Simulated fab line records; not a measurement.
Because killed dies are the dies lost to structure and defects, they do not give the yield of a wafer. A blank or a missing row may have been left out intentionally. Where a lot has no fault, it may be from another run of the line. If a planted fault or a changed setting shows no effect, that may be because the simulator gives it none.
Chamber matching	flow nand-harc	rie-diel-11 running NHARC_A_STAIRCASE_DESCUM_186: 4 sister chambers
The step chemistry O2, time 3 s. 4 wafers are shown with their chamber, then 7 later ones without.

WAFERS, EACH WITH ITS CHAMBER
wafer	chamber	showerhead-plenum-p-Torr (Torr)
L084.1	3	1.89
L084.2	1	1.99
L087.1	0	1.97
L087.2	2	1.96

WAFERS WITH NO CHAMBER GIVEN
wafer	showerhead-plenum-p-Torr (Torr)
L087.3	1.89
L090.2	1.88
L090.5	1.88
L090.6	1.95
L095.1	1.88
L095.4	1.95
L095.5	1.88

THE CHAMBER EACH PASSED THROUGH
wafer	from the rows above	in truth
L087.3	3	3
L090.2	3	3
L090.5	3	3
L090.6	can't be placed: 2 or 0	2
L095.1	3	3
L095.4	can't be placed: 2 or 0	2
L095.5	3	3
Correctly placed: 5 of 7. Cannot be placed on the basis of these rows: 2; the candidates contain the true chamber in 2. Placed wrongly: 0.
How it was worked out, from the rows above alone: a wafer's distance from a chamber is the root of the sum, over the readings, of the square of ((its reading less the chamber's mean) divided by the reading's scatter). The wafer belongs to the nearest chamber; if the next one is less than 2 further off, it can't be placed. Each chamber's mean is taken over the wafers shown for it. The scatter: root of mean squared gap, hidden wafer to nearest shown wafer, with one shown wafer a chamber.
